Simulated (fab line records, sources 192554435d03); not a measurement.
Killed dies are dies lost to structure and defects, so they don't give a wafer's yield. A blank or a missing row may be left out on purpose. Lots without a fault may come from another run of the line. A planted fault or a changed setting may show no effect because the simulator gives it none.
fab line records | flow n5_finfet | part 1 of 2: steps 1 to 4 of 6
record lots=24 wafers=72 last_day=18
route steps=1938 shown ILD0@340 SDB@358 HKMG_FIN@407
lots that met no fault: from a run of the same line without faults
start_h: hours from the record's first day to the start of the lot's first wafer shown | wait_h: hours since the lot's step before | " the same as in the row above | L1.1+2: a row that stands for several wafers | - no value, or no start given | * or withheld: withheld | < > ~ a bound
route shown NAME@n: a module of which the file shows steps, and the number in the route of the first | usual: mean/standard deviation of fault-free wafers | same: alike in all rows | chamber/n: place in a boat | sites: the reading at each site | _std_site: their standard deviation | _edge_site: outer sites' mean less inner sites' | radius_mm: how far each site lies from the wafer's centre | mask NAME#n: copy n | behind: the tool/chamber that last shaped the wafer | hold: why the lot was held/for how many hours/how that ended | device: the transistor (n, p or np) that didn't switch | end of line: the same wafers' tests at the end of the route | a step without rows: its recipe alone | killed: dies lost to structure and defects at the first sort, not the wafer's yield | map: a wafer's dies, x killed, . not, _ none there
set.NAME: the setting as run; set.NAME@STEP: as run at that earlier step | model.NAME: the simulator's own value behind a step, which no gauge read
steps of the route over a sample of lots; a table a step, a row a wafer
services: from which hour (start_h, from the record's first day; less than 0 if before it) a tool's chamber was out of use, for how many hours, and why
## steps
# step N5_ILD0_CMP_07
# recipe stop_on=poly-Si material=SiO2_flowable t_overpolish_s=1.18 post_cmp_clean=alkaline_brush down_force_psi=4.1491 platen_rpm=51.796 pad_velocity_m_s=1.0306 target_thk_nm=138.88
# usual motor_current_A=11.8/1.1 platen_rpm=51.79/0.034
# columns lot.wafer tool chamber start_h wait_h motor_current_A platen_rpm
L074.4 cmp-01 1 62.82 0.1 12.0 51.83
L074.3 " 3 " " 12.1 51.78
L074.5 " 0 " " 11.8 51.80
L075.2 cmp-04 1 66.42 0.1 12.7 51.81
L075.3 " 2 " " 11.5 51.86
L075.5 " 1 " " 13.8 51.85
L076.2 cmp-01 1 73.96 0.1 12.3 51.77
L076.4 " 2 " " 13.7 51.84
L076.1 " 3 " " 12.3 51.76
L077.4 cmp-04 0 80.91 0.0 11.9 51.81
L077.6 " 0 " " 11.3 51.81
L077.5 " 1 " " 14.0 51.79
L078.2 cmp-02 1 84.67 0.2 10.7 51.78
L078.3 " 2 " " 9.3 51.81
L078.6 " 0 " " 12.2 51.78
L079.3 cmp-01 1 92.98 0.0 13.2 51.83
L079.4 " 2 " " 13.0 51.81
L079.2 " 0 " " 12.7 51.75
L080.4 cmp-02 1 96.74 0.1 11.1 51.77
L080.2 " 3 " " 11.5 51.80
L080.5 " 0 " " 11.9 51.81
L081.2 cmp-01 0 107.74 0.1 11.8 51.79
L081.6 " 3 " " 11.2 51.82
L081.5 " 0 " " 11.8 51.77
L082.2 cmp-02 2 111.64 0.0 9.4 51.81
L082.1 " 0 " " 12.0 51.81
L082.6 " 3 " " 10.9 51.79
L083.4 cmp-01 1 114.88 0.2 12.9 51.83
L083.5 " 2 " " 13.9 51.76
L083.6 " 3 " " 11.3 51.79
L084.4 cmp-02 3 124.85 0.1 11.7 51.79
L084.2 " 1 " " 10.8 51.82
L084.6 " 2 " " 9.7 51.75
L085.1 cmp-02 2 128.28 0.0 9.4 51.77
L085.4 " 3 " " 11.1 51.81
L085.5 " 3 " " 11.2 51.84
L086.4 cmp-02 0 134.15 0.0 12.4 51.85
L086.1 " 2 " " 9.2 51.75
L086.6 " 0 " " 12.2 51.79
L087.2 cmp-04 3 142.67 0.0 11.9 51.79
L087.3 " 0 " " 11.8 51.80
L087.1 " 2 " " 10.7 51.78
L088.4 cmp-02 2 144.46 0.1 9.6 51.80
L088.1 " 3 " " 11.1 51.76
L088.3 " 0 " " 11.6 51.77
L089.4 cmp-04 1 151.79 0.0 13.1 51.78
L089.6 " 1 " " 13.4 51.85
L089.5 " 2 " " 11.1 51.84
L090.2 cmp-01 2 157.92 0.0 13.5 51.77
L090.1 " 0 " " 11.5 51.76
L090.3 " 1 " " 12.2 51.81
L091.1 cmp-01 0 162.05 0.2 11.9 51.74
L091.3 " 1 " " 12.6 51.83
L091.6 " 3 " " 11.8 51.78
L092.1 cmp-02 2 172.17 0.1 9.9 51.86
L092.4 " 0 " " 12.5 51.77
L092.5 " 2 " " 9.7 51.77
L093.1 cmp-01 2 178.29 0.1 13.5 51.85
L093.4 " 3 " " 11.6 51.79
L093.6 " 0 " " 11.6 51.80
L094.3 cmp-02 1 183.30 0.1 10.6 51.83
L094.2 " 2 " " 9.6 51.76
L094.6 " 3 " " 11.6 51.78
L095.4 cmp-04 0 192.39 0.0 11.7 51.82
L095.2 " 3 " " 12.0 51.82
L095.5 " 1 " " 13.9 51.76
L097.3 cmp-01 2 201.87 0.1 13.5 51.76
L097.2 " 3 " " 12.1 51.81
L097.5 " 2 " " 13.0 51.77
L096.4 cmp-04 3 202.91 0.1 12.8 51.79
L096.3 " 0 " " 11.9 51.79
L096.6 " 2 " " 11.1 51.70
# step N5_ILD0_THK_MEAS_13
# usual thk_nm=18.2/1.1
# columns lot.wafer tool chamber start_h wait_h thk_nm
L074.3 film_metro-01 - 66.29 - 16.5
L074.4 " - " " 19.9
L074.5 " - " " 17.6
L075.2 film_metro-01 - 69.89 - 19.4
L075.3 " - " " 19.0
L075.5 " - " " 18.8
L076.1 film_metro-01 - 77.43 - 19.1
L076.2 " - " " 17.6
L076.4 " - " " 19.1
L077.4 film_metro-01 - 84.84 - 17.1
L077.5 " - " " 18.9
L077.6 " - " " 19.3
L078.2 film_metro-01 - 88.11 - 18.3
L078.3 " - " " 17.5
L078.6 " - " " 19.0
L079.2 film_metro-02 - 96.57 - 19.2
L079.3 " - " " 19.6
L079.4 " - " " 18.2
L080.2 film_metro-02 - 100.65 - 18.2
L080.4 " - " " 17.2
L080.5 " - " " 17.5
L081.2 film_metro-02 - 111.21 - 16.4
L081.5 " - " " 16.7
L081.6 " - " " 17.3
L082.1 film_metro-02 - 115.29 - 18.2
L082.2 " - " " 18.9
L082.6 " - " " 18.6
L083.4 film_metro-02 - 118.28 - 18.1
L083.5 " - " " 18.2
L083.6 " - " " 17.9
L084.2 film_metro-02 - 128.32 - 16.5
L084.4 " - " " 16.5
L084.6 " - " " 16.6
L085.1 film_metro-02 - 131.79 - 17.2
L085.4 " - " " 17.2
L085.5 " - " " 17.6
L086.1 film_metro-01 - 138.17 - 18.6
L086.4 " - " " 17.8
L086.6 " - " " 16.8
L087.1 film_metro-02 - 146.18 - 18.6
L087.2 " - " " 20.1
L087.3 " - " " 18.2
L088.1 film_metro-02 - 147.94 - 17.2
L088.3 " - " " 17.7
L088.4 " - " " 17.9
L089.4 film_metro-02 - 155.30 - 19.2
L089.5 " - " " 17.8
L089.6 " - " " 20.2
L090.1 film_metro-01 - 161.42 - 16.8
L090.2 " - " " 18.8
L090.3 " - " " 16.2
L091.1 film_metro-01 - 165.48 - 18.6
L091.3 " - " " 16.9
L091.6 " - " " 16.7
L092.1 film_metro-02 - 175.64 - 18.9
L092.4 " - " " 18.0
L092.5 " - " " 18.6
L093.1 film_metro-01 - 181.80 - 20.5
L093.4 " - " " 18.0
L093.6 " - " " 18.5
L094.2 film_metro-01 - 186.73 - 19.1
L094.3 " - " " 20.6
L094.6 " - " " 20.9
L095.2 film_metro-01 - 195.89 - 20.9
L095.4 " - " " 18.5
L095.5 " - " " 18.2
L097.2 film_metro-01 - 205.36 - 17.4
L097.3 " - " " 18.0
L097.5 " - " " 18.0
L096.3 film_metro-01 - 206.53 - 17.5
L096.4 " - " " 18.1
L096.6 " - " " 18.3
# step N5_SDB_INSPECT_13
# recipe mode=adi inspect_instrument=brightfield
# usual raw_defect_count=82/38
# columns lot.wafer tool chamber start_h wait_h raw_defect_count
L074.3 defect_inspect-01 - 66.74 0.0 122
L074.4 " - " " 97
L074.5 " - " " 84
L075.2 defect_inspect-01 - 70.33 0.0 118
L075.3 " - " " 79
L075.5 " - " " 80
L076.1 defect_inspect-02 - 77.87 0.0 37
L076.2 " - " " 36
L076.4 " - " " 61
L077.4 defect_inspect-02 - 85.41 0.0 59
L077.5 " - " " 46
L077.6 " - " " 119
L078.2 defect_inspect-02 - 88.67 0.0 76
L078.3 " - " " 76
L078.6 " - " " 66
L079.2 defect_inspect-01 - 97.06 0.0 85
L079.3 " - " " 128
L079.4 " - " " 72
L080.2 defect_inspect-02 - 101.22 0.0 108
L080.4 " - " " 152
L080.5 " - " " 78
L081.2 defect_inspect-02 - 111.81 0.0 89
L081.5 " - " " 94
L081.6 " - " " 91
L082.1 defect_inspect-02 - 115.86 0.0 109
L082.2 " - " " 73
L082.6 " - " " 109
L083.4 defect_inspect-01 - 118.84 0.0 34
L083.5 " - " " 46
L083.6 " - " " 81
L084.2 defect_inspect-01 - 128.89 0.0 127
L084.4 " - " " 156
L084.6 " - " " 160
L085.1 defect_inspect-02 - 132.23 0.0 112
L085.4 " - " " 74
L085.5 " - " " 70
L086.1 defect_inspect-01 - 138.61 0.0 102
L086.4 " - " " 107
L086.6 " - " " 80
L087.1 defect_inspect-01 - 146.62 0.0 58
L087.2 " - " " 54
L087.3 " - " " 59
L088.1 defect_inspect-02 - 148.50 0.0 34
L088.3 " - " " 39
L088.4 " - " " 38
L089.4 defect_inspect-01 - 156.02 0.3 177
L089.5 " - " " 112
L089.6 " - " " 145
L090.1 defect_inspect-01 - 161.99 0.0 141
L090.2 " - " " 75
L090.3 " - " " 148
L091.1 defect_inspect-01 - 165.92 0.0 102
L091.3 " - " " 86
L091.6 " - " " 123
L092.1 defect_inspect-01 - 176.21 0.0 85
L092.4 " - " " 117
L092.5 " - " " 49
L093.1 defect_inspect-01 - 182.24 0.0 22
L093.4 " - " " 52
L093.6 " - " " 34
L094.2 defect_inspect-01 - 187.33 0.0 18
L094.3 " - " " 13
L094.6 " - " " 40
L095.2 defect_inspect-02 - 196.49 0.0 62
L095.4 " - " " 53
L095.5 " - " " 65
L097.2 defect_inspect-01 - 205.80 0.0 97
L097.3 " - " " 101
L097.5 " - " " 50
L096.3 defect_inspect-02 - 207.10 0.0 81
L096.4 " - " " 153
L096.6 " - " " 132
# step N5_SDB_HM_OPEN_20
# recipe chemistry=CH3F/O2 target=SiNx mask_material=SOC target_depth_a=240 stop_on=poly-Si over_etch_frac=0.4 ion_energy_ev=120 pressure_mtorr=30 source_w=395 bias_w=73 Ar_flow_sccm=150 CH3F_flow_sccm=30 O2_flow_sccm=20
# usual drypump_motor_current_A=5.7/0.39 oes_o_777_au=0.83/0.1 oes_product_au=0.68/0.075 rf_vpp_V=299/6.1 showerhead_plenum_p_Torr=2.01/0.056 throttle_valve_pct=16.28/0.2
# columns lot.wafer tool chamber start_h wait_h drypump_motor_current_A oes_o_777_au oes_product_au rf_hours_counter_h rf_vpp_V showerhead_plenum_p_Torr throttle_valve_pct
L074.3 rie_diel-01 2 67.00 0.0 4.9 0.70 0.56 246 308 2.05 16.47
L074.4 " 0 " " 5.4 0.96 0.75 21 290 2.03 16.03
L074.5 " 1 " " 6.1 0.92 0.72 - 296 2.04 16.26
L075.2 rie_diel-06 0 70.59 0.0 5.3 0.77 0.63 131 296 2.00 16.42
L075.3 " 1 " " 6.1 0.73 0.61 177 290 1.91 16.37
L075.5 " 2 " " 5.3 0.90 0.76 - 304 2.11 15.99
L076.1 rie_diel-01 0 78.14 0.0 5.4 0.95 0.77 26 290 2.03 16.01
L076.2 " 1 " " 6.1 0.91 0.74 39 297 2.04 16.26
L076.4 " 2 " " 4.9 0.71 0.57 250 307 2.05 16.46
L077.4 rie_diel-05 3 85.67 0.0 6.3 0.70 0.59 208 293 2.06 16.50
L077.5 " 2 " " 5.8 0.98 0.78 - 303 1.95 16.27
L077.6 " 1 " " 5.9 0.97 0.83 - 307 1.94 16.18
L078.2 rie_diel-05 1 88.94 0.0 5.9 0.96 0.79 3 305 1.94 16.17
L078.3 " 2 " " 5.8 0.97 0.77 13 303 1.95 16.27
L078.6 " 3 " " 6.2 0.70 0.59 - 294 2.06 16.52
L079.2 rie_diel-05 0 97.32 0.0 5.7 0.82 0.67 66 290 2.04 15.98
L079.3 " 1 " " 5.9 0.95 0.79 5 303 1.94 16.19
L079.4 " 2 " " 5.8 0.96 0.76 16 302 1.95 16.28
L080.2 rie_diel-06 2 101.54 0.0 5.3 0.88 0.73 29 302 2.11 16.00
L080.4 " 2 " " 5.3 0.89 0.73 - 301 2.11 16.01
L080.5 " 1 " " 6.2 0.73 0.61 - 294 1.91 16.40
L081.2 rie_diel-06 0 112.70 0.0 5.3 0.77 0.61 145 297 2.00 16.45
L081.5 " 3 " " 5.1 0.71 0.58 - 305 2.07 16.61
L081.6 " 0 " " 5.3 0.76 0.62 - 297 2.00 16.45
L082.1 rie_diel-01 3 116.12 0.0 5.6 0.69 0.57 197 301 2.07 16.55
L082.2 " 2 " " 4.9 1.02 0.81 4 307 2.05 16.02
L082.6 " 1 " " 6.1 0.88 0.72 - 296 2.03 16.29
L083.4 rie_diel-06 1 119.10 0.0 6.1 0.71 0.60 194 293 1.91 16.43
L083.5 " 0 " " 5.3 0.77 0.63 - 296 2.00 16.46
L083.6 " 3 " " 5.1 0.71 0.58 - 304 2.07 16.63
L084.2 rie_diel-05 3 129.53 0.0 6.3 0.69 0.57 224 293 2.06 16.55
L084.4 " 1 " " 5.9 0.92 0.78 15 305 1.94 16.22
L084.6 " 3 " " 6.3 0.69 0.58 - 294 2.06 16.54
L085.1 rie_diel-01 2 133.14 0.0 4.9 0.99 0.79 8 307 2.05 16.02
L085.4 " 3 " " 5.6 0.68 0.58 204 300 2.07 16.57
L085.5 " 1 " " 6.1 0.88 0.71 - 295 2.03 16.30
L086.1 rie_diel-01 0 140.17 0.0 5.4 0.93 0.72 48 290 2.02 16.08
L086.4 " 3 " " 5.6 0.68 0.57 208 301 2.07 16.56
L086.6 " 1 " " 6.1 0.87 0.70 - 297 2.03 16.32
L087.1 rie_diel-01 2 147.41 0.0 4.9 0.98 0.78 15 307 2.05 16.04
L087.2 " 0 " " 5.4 0.91 0.72 52 291 2.02 16.09
L087.3 " 1 " " 6.1 0.87 0.68 69 296 2.03 16.32
L088.1 rie_diel-05 3 148.85 0.0 6.2 0.69 0.56 234 293 2.05 16.57
L088.3 " 2 " " 5.8 0.92 0.71 38 301 1.94 16.30
L088.4 " 1 " " 5.8 0.90 0.75 26 304 1.94 16.23
L089.4 rie_diel-05 2 156.28 0.0 5.8 0.92 0.72 42 302 1.94 16.32
L089.5 " 2 " " 5.8 0.92 0.73 - 302 1.94 16.32
L089.6 " 1 " " 5.9 0.89 0.75 - 305 1.94 16.21
L090.1 rie_diel-05 3 162.25 0.0 6.3 0.68 0.55 240 293 2.05 16.56
L090.2 " 2 " " 5.8 0.91 0.72 43 303 1.94 16.34
L090.3 " 1 " " 5.9 0.89 0.74 31 305 1.94 16.22
L091.1 rie_diel-05 1 166.24 0.0 5.9 0.88 0.74 32 305 1.94 16.24
L091.3 " 2 " " 5.8 0.91 0.70 44 301 1.94 16.33
L091.6 " 1 " " 5.8 0.88 0.74 - 305 1.94 16.23
L092.1 rie_diel-01 0 176.47 0.0 5.4 0.90 0.68 64 289 2.02 16.09
L092.4 " 2 " " 4.9 0.95 0.75 27 308 2.04 16.04
L092.5 " 0 " " 5.4 0.89 0.72 - 291 2.02 16.09
L093.1 rie_diel-05 1 182.50 0.0 5.9 0.87 0.73 37 306 1.93 16.24
L093.4 " 0 " " 5.7 0.79 0.66 98 291 2.03 16.06
L093.6 " 1 " " 5.9 0.87 0.75 - 305 1.93 16.25
L094.2 rie_diel-01 0 187.59 0.0 5.4 0.89 0.71 67 290 2.02 16.10
L094.3 " 3 " " 5.6 0.67 0.57 225 301 2.06 16.60
L094.6 " 2 " " 4.9 0.94 0.74 - 307 2.04 16.08
L095.2 rie_diel-05 0 196.75 0.0 5.7 0.78 0.66 103 291 2.03 16.06
L095.4 " 2 " " 5.8 0.89 0.70 - 302 1.94 16.36
L095.5 " 0 " " 5.7 0.78 0.66 - 291 2.03 16.05
L097.2 rie_diel-05 2 206.25 0.0 5.8 0.89 0.70 58 302 1.94 16.35
L097.3 " 1 " " 5.8 0.86 0.72 46 306 1.93 16.26
L097.5 " 0 " " 5.7 0.78 0.65 - 290 2.03 16.06
L096.3 rie_diel-06 3 207.39 0.0 5.1 0.95 0.78 6 305 2.06 16.21
L096.4 " 2 " " 5.2 0.84 0.70 62 303 2.10 16.07
L096.6 " 0 " " 5.3 0.75 0.62 - 296 1.99 16.49
